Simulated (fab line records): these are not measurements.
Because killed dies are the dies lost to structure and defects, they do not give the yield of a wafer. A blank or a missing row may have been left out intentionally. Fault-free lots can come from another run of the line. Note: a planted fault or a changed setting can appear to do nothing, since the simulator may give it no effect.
Lot-split experiment / flow n5-finfet / 21 wafers read across 7 lots, on a route 1938 steps long

THE SPLIT ITSELF
At N5_FIN_SAQP_ETCH_34 (etches SiO2 in C4F6/O2, target depth 45 nm, time 15 s), the setting source-w was moved away from the recipe's 345 W on 6 of the 21 wafers read, by -13.7% to +5.8%. This setting was run at the recipe's value on the other wafers.

The reading comes from the split's own step.

THE READING
rf-vpp-V, in V, at N5_FIN_SAQP_ETCH_34 (etches SiO2 in C4F6/O2, target depth 45 nm, time 15 s). A value of 663 V with a standard deviation of 5.7 V is what fault-free wafers of this fab line usually give.

wafer=L074.1; tool, chamber at the split=rie-diel-04, 2; source-w as run, W=345; against the recipe=recipe; rf-vpp-V, V=665; against lot-mates on the recipe=-
wafer=L074.4; tool, chamber at the split=rie-diel-04, 1; source-w as run, W=345; against the recipe=recipe; rf-vpp-V, V=661; against lot-mates on the recipe=-
wafer=L074.5; tool, chamber at the split=rie-diel-04, 2; source-w as run, W=345; against the recipe=recipe; rf-vpp-V, V=665; against lot-mates on the recipe=-
wafer=L077.1; tool, chamber at the split=rie-diel-06, 0; source-w as run, W=306.6; against the recipe=-11.1%; rf-vpp-V, V=704; against lot-mates on the recipe=+38
wafer=L077.3; tool, chamber at the split=rie-diel-06, 3; source-w as run, W=306.6; against the recipe=-11.1%; rf-vpp-V, V=699; against lot-mates on the recipe=+33
wafer=L077.5; tool, chamber at the split=rie-diel-06, 1; source-w as run, W=345; against the recipe=recipe; rf-vpp-V, V=666; against lot-mates on the recipe=-
wafer=L079.2; tool, chamber at the split=rie-diel-06, 3; source-w as run, W=345; against the recipe=recipe; rf-vpp-V, V=659; against lot-mates on the recipe=-
wafer=L079.4; tool, chamber at the split=rie-diel-06, 3; source-w as run, W=345; against the recipe=recipe; rf-vpp-V, V=658; against lot-mates on the recipe=-
wafer=L079.6; tool, chamber at the split=rie-diel-06, 0; source-w as run, W=345; against the recipe=recipe; rf-vpp-V, V=662; against lot-mates on the recipe=-
wafer=L080.2; tool, chamber at the split=rie-diel-06, 3; source-w as run, W=345; against the recipe=recipe; rf-vpp-V, V=659; against lot-mates on the recipe=-
wafer=L080.4; tool, chamber at the split=rie-diel-06, 1; source-w as run, W=365.1; against the recipe=+5.8%; rf-vpp-V, V=647; against lot-mates on the recipe=-14
wafer=L080.5; tool, chamber at the split=rie-diel-06, 0; source-w as run, W=345; against the recipe=recipe; rf-vpp-V, V=663; against lot-mates on the recipe=-
wafer=L083.1; tool, chamber at the split=rie-diel-02, 2; source-w as run, W=345; against the recipe=recipe; rf-vpp-V, V=659; against lot-mates on the recipe=-
wafer=L083.4; tool, chamber at the split=rie-diel-02, 0; source-w as run, W=345; against the recipe=recipe; rf-vpp-V, V=654; against lot-mates on the recipe=-
wafer=L083.6; tool, chamber at the split=rie-diel-02, 1; source-w as run, W=345; against the recipe=recipe; rf-vpp-V, V=653; against lot-mates on the recipe=-
wafer=L094.1; tool, chamber at the split=rie-diel-06, 0; source-w as run, W=345; against the recipe=recipe; rf-vpp-V, V=660; against lot-mates on the recipe=-
wafer=L094.3; tool, chamber at the split=rie-diel-06, 2; source-w as run, W=345; against the recipe=recipe; rf-vpp-V, V=664; against lot-mates on the recipe=-
wafer=L094.6; tool, chamber at the split=rie-diel-06, 0; source-w as run, W=323.7; against the recipe=-6.2%; rf-vpp-V, V=683; against lot-mates on the recipe=+21
wafer=L095.2; tool, chamber at the split=rie-diel-02, 2; source-w as run, W=297.6; against the recipe=-13.7%; rf-vpp-V, V=710; against lot-mates on the recipe=+36
wafer=L095.3; tool, chamber at the split=rie-diel-02, 3; source-w as run, W=345; against the recipe=recipe; rf-vpp-V, V=674; against lot-mates on the recipe=-
wafer=L095.5; tool, chamber at the split=rie-diel-02, 1; source-w as run, W=297.6; against the recipe=-13.7%; rf-vpp-V, V=706; against lot-mates on the recipe=+32

THE FIT
A straight line over all 21 wafers: rf-vpp-V changes by -3.39 V for each +1% of source-w; r = -0.97; the points scatter about the line by 4.7 V.
The same after taking each lot's own level away (the mean of its wafers on the recipe; 21 wafers): -2.75 V for each +1%; r = -0.98; scatter 3 V.
The reading moves by 38 V for the largest change in source-w, on that fit.
The span of the lots' own levels, 655.3 to 674.0 V, comes to 3.3 times the standard deviation stated above.
So the slope is not independent of the lot-to-lot level: the two fits are not the same.
Check: +38.9 V against its lot-mates is what the line predicts for one of the wafers moved furthest among these (-13.7%) when that wafer is left out of the fit. Against them it came out at +36 V.
Tool readings at the split's step, against how far the setting was moved: rf-vpp-V r = -0.97.

THESE WAFERS: OTHER SPLITS
Other splits were also applied to these wafers ahead of the reading. Each is held against what the fit with the lots' levels taken away leaves over:
other split on the same wafers=N5_ZERO_LAYER_ETCH_18 icp-w; wafers away from the commonest value=8; r with rf-vpp-V (lot level and that fit taken away)=+0.26
other split on the same wafers=N5_WELL_APT_COAT_02 spin-rpm; wafers away from the commonest value=10; r with rf-vpp-V (lot level and that fit taken away)=-0.19
other split on the same wafers=N5_WELL_APT_EXPOSE_05 dose-mj; wafers away from the commonest value=3; r with rf-vpp-V (lot level and that fit taken away)=-0.04
other split on the same wafers=N5_FIN_SAQP_SPACER1_ALD_24 temp-c; wafers away from the commonest value=6; r with rf-vpp-V (lot level and that fit taken away)=+0.10

THE FILE'S OWN FIT
rf-vpp-V changes by -2.82 V for each +1% of source-w, r = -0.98.
